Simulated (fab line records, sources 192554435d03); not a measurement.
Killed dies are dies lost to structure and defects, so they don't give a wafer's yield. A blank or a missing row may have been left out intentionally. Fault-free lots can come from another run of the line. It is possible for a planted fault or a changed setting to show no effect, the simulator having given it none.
Chamber matching ; flow n5-finfet ; 3 sister chambers for N5_BEOL_M5_PRE_CLEAN_77 on cvd-co-02
The step time 15 s. 22 wafers are shown with their chamber, then 11 later ones without.

WAFERS WITH THEIR CHAMBER
wafer;chamber;heater-power-w (W)
L076.1;0;60
L076.3;1;67
L076.4;0;61
L077.1;2;59
L077.2;0;60
L077.3;1;65
L077.4;0;61
L077.5;1;66
L077.6;2;57
L078.1;2;58
L078.2;0;63
L078.5;0;63
L080.1;2;58
L080.3;1;66
L080.5;1;65
L079.2;2;59
L079.4;1;67
L079.5;2;59
L084.2;1;65
L084.5;1;66
L084.6;2;58
L087.2;2;59

SIGNATURES, as means of the wafers listed above
reading;chamber 0;chamber 1;chamber 2;scatter within a chamber
heater-power-w;61.33;65.88;58.38;0.976
Rule: a wafer's distance from a chamber is the root of the sum, over the readings, of the square of ((its reading less the chamber's mean) divided by the reading's scatter). The wafer belongs to the nearest chamber; if the next one is less than 2 further off, it can't be placed. The scatter: take each reading less its chamber's mean, square it, sum over the shown wafers, divide by the number of wafers less the number of chambers, and take the root.

WAFERS WITHOUT THEIR CHAMBER
wafer;heater-power-w (W)
L087.4;61
L087.5;58
L090.3;59
L090.5;65
L090.6;60
L094.1;66
L094.4;58
L094.5;62
L095.2;62
L095.4;63
L095.6;64

EACH ONE'S CHAMBER
wafer;from the rows above;in truth
L087.4;0;0
L087.5;2;2
L090.3;can't be placed: 2 or 0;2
L090.5;1;1
L090.6;can't be placed: 0 or 2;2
L094.1;1;1
L094.4;2;2
L094.5;0;0
L095.2;0;0
L095.4;can't be placed: 0 or 1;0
L095.6;can't be placed: 1 or 0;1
Correct placement for 7 of the 11. From these rows, 4 cannot be placed; in 4 the true chamber is one of the candidates. Placed wrongly: 0.
